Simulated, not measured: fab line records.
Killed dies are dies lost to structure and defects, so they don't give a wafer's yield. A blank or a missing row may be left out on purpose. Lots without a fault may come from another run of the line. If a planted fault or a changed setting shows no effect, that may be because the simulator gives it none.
The tool behind it: which one? | flow nand harc | 35 wafers from 12 lots sampled at 6 of the route's 1159 steps

== WHAT THE GAUGES READ, wafer by wafer ==
NHARC_A_ONON_D1_THK_MEAS_21: measures by ellipsometry. Usual: thk nm at 1003 nm, with a standard deviation of 9.5.
lot  | measured     | on            | thk nm (nm)    | flag
L859 | day 8 13:38  | film metro-02 | 1011 1010 1010 |
L860 | day 8 13:51  | film metro-02 | 1003 1002 1003 |
L862 | day 8 13:58  | film metro-02 | 998 998 997    |
L863 | day 9 01:43  | film metro-01 | 997 996 997    |
L867 | day 10 06:13 | film metro-02 | 989 988 989    |
L871 | day 11 06:50 | film metro-02 | 1905 999       | OFF
L873 | day 11 10:53 | film metro-02 | 1012 1012 1915 | OFF
L874 | day 11 20:48 | film metro-01 | 1015 1014 1919 | OFF
L875 | day 11 20:47 | film metro-02 | 989 989 989    |
L878 | day 12 17:35 | film metro-02 | 1022 1020 1022 |
L879 | day 12 17:56 | film metro-01 | 1013 1014 1011 |
L882 | day 14 04:29 | film metro-01 | 1010 1010 1009 |

NHARC_END_SORT_01. Usual: killed at array 29, standard deviation 11; killed at other 0.5, standard deviation 0.8; killed at periphery 3.5, standard deviation 2.8; killed dies 33, standard deviation 12; killed open 3.1, standard deviation 1.8; killed short 1.8, standard deviation 1.4.
lot  | measured     | on        | killed at array | killed at other | killed at periphery | killed dies | killed open | killed short | flag
L871 | day 22 09:09 | prober-02 | 672 35          | 1 0             | 4 1                 | 677 36      | 6 3         | 3 2          | OFF
L873 | day 22 19:23 | prober-01 | 18 15 673       | 1 2 1           | 3 11 3              | 22 28 677   | 2 2 4       | 3 2 1        | OFF
L874 | day 23 22:25 | prober-02 | 32 33 675       | 0 0 0           | 1 1 2               | 33 34 677   | 2 2 3       | 0 0 1        | OFF

== TOOL THAT RAN EACH LOT (tool first, then ch and the chambers of the sampled wafers, then the start) ==
lot  | NHARC_P_BONDPAD_ACTIVATE_29        | NHARC_A_ZERO_WELL_ETCH_13        | NHARC_A_ZERO_WELL_RTA_16         | NHARC_A_ONON_D1_DEP_19
L859 | rie diel-12 ch 0,2,3, day 6 21:50  | rie si-02 ch 0,2,3, day 6 23:29  | rtp anneal-02 ch 0, day 7 00:31  | pecvd onon-02 ch 0, day 8 13:08
L860 | rie diel-12 ch 2,3, day 7 02:04    | rie si-03 ch 1,2,3, day 7 03:42  | rtp anneal-02 ch 0, day 7 04:39  | pecvd onon-04 ch 0, day 8 13:23
L862 | rie diel-12 ch 0,1, day 7 06:24    | rie si-02 ch 2,3, day 7 07:55    | rtp anneal-02 ch 0, day 7 08:48  | pecvd onon-03 ch 0, day 8 13:28
L863 | rie diel-06 ch 0,2,3, day 7 15:23  | rie si-01 ch 0,1, day 7 16:56    | rtp anneal-01 ch 0, day 7 18:04  | pecvd onon-02 ch 0, day 9 01:12
L867 | rie diel-12 ch 0,1,3, day 8 20:44  | rie si-02 ch 0,1, day 8 22:22    | rtp anneal-02 ch 0, day 8 23:17  | pecvd onon-02 ch 0, day 10 05:45
L871 | rie diel-05 ch 0,2, day 9 17:04    | rie si-01 ch 1,3, day 9 19:07    | rtp anneal-02 ch 0, day 9 20:08  | pecvd onon-02 ch 0, day 11 06:23
L873 | rie diel-12 ch 0,2,3, day 10 01:28 | rie si-03 ch 2,3, day 10 02:56   | rtp anneal-02 ch 0, day 10 03:53 | pecvd onon-02 ch 0, day 11 10:29
L874 | rie diel-12 ch 0,2, day 10 10:28   | rie si-02 ch 0,1, day 10 12:04   | rtp anneal-01 ch 0, day 10 12:58 | pecvd onon-02 ch 0, day 11 20:17
L875 | rie diel-05 ch 0,1,3, day 10 11:08 | rie si-01 ch 1,2, day 10 12:37   | rtp anneal-02 ch 0, day 10 13:31 | pecvd onon-04 ch 0, day 11 20:17
L878 | rie diel-12 ch 0,1,2, day 11 08:25 | rie si-03 ch 1,3, day 11 09:52   | rtp anneal-02 ch 0, day 11 10:46 | pecvd onon-03 ch 0, day 12 17:05
L879 | rie diel-06 ch 0,1,3, day 11 10:47 | rie si-01 ch 0,1,2, day 11 12:24 | rtp anneal-01 ch 0, day 11 13:35 | pecvd onon-03 ch 0, day 12 17:29
L882 | rie diel-12 ch 2,3, day 12 16:02   | rie si-03 ch 2,3, day 12 17:39   | rtp anneal-01 ch 0, day 12 18:37 | pecvd onon-04 ch 0, day 14 04:02
- NHARC_P_BONDPAD_ACTIVATE_29: chemistry N2, time 60 s.
- NHARC_A_ZERO_WELL_ETCH_13: etches the open film in HBr/Cl2, target depth 120 nm, time 40.1 s.
- NHARC_A_ZERO_WELL_RTA_16: time 10 s.
- NHARC_A_ONON_D1_DEP_19: target thk 1000 nm.

== WHAT THE TOOLS THEMSELVES READ (means of the sampled wafers that have a number; where no wafer has one, the mark that the record gives instead) ==
NHARC_P_BONDPAD_ACTIVATE_29. Usual: drypump motor current A 5.9 A, standard deviation 0.44; oes product au 0.997 a.u., standard deviation 0.0094; rf vpp V 64.1 V, standard deviation 0.91; showerhead plenum p Torr 1.77 Torr, standard deviation 0.06.
lot  | tool        | drypump motor current A (A) | oes product au (a.u.) | rf vpp V (V) | showerhead plenum p Torr (Torr) | flag
L859 | rie diel-12 | 6.2                         | 0.993                 | 64.1         | 1.79                            |
L860 | rie diel-12 | 6.0                         | 0.989                 | 64.9         | 1.82                            |
L862 | rie diel-12 | 5.9                         | 0.998                 | 63.6         | 1.72                            |
L863 | rie diel-06 | 5.9                         | 0.998                 | 63.8         | 1.79                            |
L867 | rie diel-12 | 5.8                         | 1.007                 | 64.0         | 1.74                            |
L871 | rie diel-05 | 6.3                         | 0.988                 | 65.2         | 1.79                            |
L873 | rie diel-12 | 6.1                         | 0.998                 | 64.4         | 1.78                            |
L874 | rie diel-12 | 6.3                         | 0.995                 | 64.5         | 1.75                            |
L875 | rie diel-05 | 5.6                         | 0.995                 | 63.6         | 1.70                            |
L878 | rie diel-12 | 5.9                         | 0.995                 | 63.6         | 1.76                            |
L879 | rie diel-06 | 6.0                         | 1.001                 | 63.5         | 1.79                            |
L882 | rie diel-12 | 6.0                         | 0.998                 | 63.6         | 1.81                            |

NHARC_A_ZERO_WELL_ETCH_13. Usual: drypump motor current A 5.8 A, standard deviation 0.4; hbr flow sccm 150.0 sccm, standard deviation 0.43; oes product au 0.998 a.u., standard deviation 0.0089; throttle valve pct 26.407 %, standard deviation 0.0096.
lot  | tool      | drypump motor current A (A) | hbr flow sccm (sccm) | oes product au (a.u.) | throttle valve pct (%) | flag
L859 | rie si-02 | 5.9                         | 149.8                | 1.003                 | 26.397                 |
L860 | rie si-03 | 5.5                         | 149.9                | 1.004                 | 26.416                 |
L862 | rie si-02 | 5.9                         | 149.9                | 0.997                 | 26.411                 |
L863 | rie si-01 | 6.1                         | 149.9                | 0.999                 | 26.412                 |
L867 | rie si-02 | 6.2                         | 150.0                | 1.004                 | 26.409                 |
L871 | rie si-01 | 5.7                         | 150.2                | 0.984                 | 26.409                 |
L873 | rie si-03 | 5.8                         | 150.0                | 0.992                 | 26.393                 |
L874 | rie si-02 | 6.1                         | 150.2                | 1.011                 | 26.408                 |
L875 | rie si-01 | 6.0                         | 150.4                | 0.997                 | 26.397                 |
L878 | rie si-03 | 5.5                         | 150.2                | 0.995                 | 26.413                 |
L879 | rie si-01 | 5.9                         | 150.3                | 0.995                 | 26.404                 |
L882 | rie si-03 | 5.5                         | 149.5                | 0.998                 | 26.399                 |

NHARC_A_ZERO_WELL_RTA_16. Usual: lamp power pct 31.9 %, standard deviation 1.3; wafer_temp_C_max 1006.4, standard deviation 1.5.
lot  | tool          | lamp power pct (%) | wafer_temp_C_max | flag
L859 | rtp anneal-02 | 30.5               | 1005.9           |
L860 | rtp anneal-02 | 30.5               | 1004.7           |
L862 | rtp anneal-02 | 30.5               | 1006.2           |
L863 | rtp anneal-01 | 33.1               | 1005.9           |
L867 | rtp anneal-02 | 30.4               | 1005.4           |
L871 | rtp anneal-02 | 30.4               | 1006.4           |
L873 | rtp anneal-02 | 30.4               | 1005.7           |
L874 | rtp anneal-01 | 33.0               | 1006.4           |
L875 | rtp anneal-02 | 30.5               | 1006.2           |
L878 | rtp anneal-02 | 30.5               | 1005.5           |
L879 | rtp anneal-01 | 33.1               | 1007.1           |
L882 | rtp anneal-01 | 33.1               | 1008.0           |

NHARC_A_ONON_D1_DEP_19. Usual: n2o flow sccm 2000 sccm, standard deviation 6.4; nh3 flow sccm 500.1 sccm, standard deviation 1.5.
lot  | tool          | n2o flow sccm (sccm) | nh3 flow sccm (sccm) | flag
L859 | pecvd onon-02 | 2004                 | 501.2                |
L860 | pecvd onon-04 | 1999                 | 500.6                |
L862 | pecvd onon-03 | 2002                 | 499.0                |
L863 | pecvd onon-02 | 1998                 | 500.0                |
L867 | pecvd onon-02 | 1999                 | 498.5                |
L871 | pecvd onon-02 | 1994                 | 498.4                |
L873 | pecvd onon-02 | 1997                 | 500.3                |
L874 | pecvd onon-02 | 2008                 | 500.8                |
L875 | pecvd onon-04 | 2007                 | 500.5                |
L878 | pecvd onon-03 | 1997                 | 499.6                |
L879 | pecvd onon-03 | 1998                 | 497.4                |
L882 | pecvd onon-04 | 2003                 | 500.1                |

== THE ANSWER, worked out from the rows above alone ==
Rule: a lot counts as off when the mean over its wafers that have a number is more than 3 standard deviations away from the usual mean. A lot without any number at a reading at which 4 lots or more have one is off too. Where the step has rows for the other lots, those lots are counted as sound. Order of review: gauges by route order, followed by the tools' own readings, for which a lot's mean as printed above is used. The first step at which some lot is off is used, and at that step the reading that is off furthest; a lot without a number counts as furthest.
Off: L871, L873, L874 (NHARC_A_ONON_D1_THK_MEAS_21, thk nm).
A tool fits if, at a process step before that reading, it ran every lot that is off, and no sound lot after the first of them. The gauges at NHARC_A_ONON_D1_THK_MEAS_21 aren't tried: what is off there is off at NHARC_END_SORT_01 too, on other tools, and a gauge's error can't cause that. One fits: pecvd onon-02 at NHARC_A_ONON_D1_DEP_19. A fault onset in the window from L867 (day 10 05:45, its last sound lot) to L871 (day 11 06:23, its first lot off) fits.

== WHAT WAS PUT IN BY THE SIMULATOR ==
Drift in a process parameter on pecvd onon-02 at NHARC_A_ONON_D1_DEP_19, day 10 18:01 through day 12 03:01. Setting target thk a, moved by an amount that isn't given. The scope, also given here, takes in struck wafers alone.
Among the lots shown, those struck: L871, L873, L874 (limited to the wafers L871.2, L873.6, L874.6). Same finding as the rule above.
